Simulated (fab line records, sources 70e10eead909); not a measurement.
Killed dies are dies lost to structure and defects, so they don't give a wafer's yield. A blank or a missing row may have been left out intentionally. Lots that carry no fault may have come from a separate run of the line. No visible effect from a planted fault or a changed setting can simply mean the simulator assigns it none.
Chamber matching -- flow nand-harc -- NHARC_A_STAIRCASE_ETCH_253 on rie-diel-01 has 4 sister chambers
The step etches the open film in C4F8/O2, target depth 50 nm, time 20.2 s. 18 wafers are shown with their chamber, then 9 later ones without.

== WAFERS WITH THEIR CHAMBER ==
wafer,chamber,rf-vpp-V (V),oes-product-au (a.u.)
L074.2,3,895,0.966
L074.5,1,894,0.950
L074.6,0,889,0.964
L075.3,1,894,0.954
L075.4,3,893,0.962
L075.6,1,896,0.960
L081.1,0,888,0.958
L081.4,3,893,0.962
L081.5,1,896,0.984
L080.1,2,894,0.965
L080.2,3,894,0.959
L080.5,2,894,0.965
L083.2,2,895,0.978
L083.5,0,889,0.986
L083.6,1,894,0.963
L085.3,2,895,0.978
L085.5,2,893,0.984
L085.6,1,894,0.989

SIGNATURES (averages over the wafers above)
reading,chamber 0,chamber 1,chamber 2,chamber 3,scatter within a chamber
rf-vpp-V,888.67,894.67,894.20,893.75,0.908
oes-product-au,0.96933,0.96667,0.97400,0.96225,0.0121
Rule: for a wafer and a chamber, the distance is found by dividing, reading by reading, the gap between the wafer's reading and the chamber's mean by the reading's scatter, squaring, summing and taking the root. The wafer belongs to the nearest chamber; if the next one is less than 2 further off, it can't be placed. The scatter: the root of (the sum of the squares of (reading less its chamber's mean) over the shown wafers, divided by (wafers less chambers)).

== WAFERS MISSING THEIR CHAMBER ==
wafer,rf-vpp-V (V),oes-product-au (a.u.)
L086.2,894,0.949
L086.3,888,0.955
L086.5,895,0.960
L087.2,888,0.960
L087.3,894,0.968
L087.5,895,0.989
L090.2,888,0.955
L090.3,895,0.955
L090.6,894,0.943

== THE CHAMBER EACH PASSED THROUGH ==
wafer,from the rows above,in truth
L086.2,can't be placed: 3 or 1 or 2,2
L086.3,0,0
L086.5,can't be placed: 1 or 3 or 2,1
L087.2,0,0
L087.3,can't be placed: 2 or 3 or 1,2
L087.5,can't be placed: 2 or 1 or 3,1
L090.2,0,0
L090.3,can't be placed: 1 or 3 or 2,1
L090.6,can't be placed: 3 or 1 or 2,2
Placed correctly: 3 of 9. From these rows, 6 cannot be placed; in 6 the true chamber is one of the candidates. 0 placed wrongly.
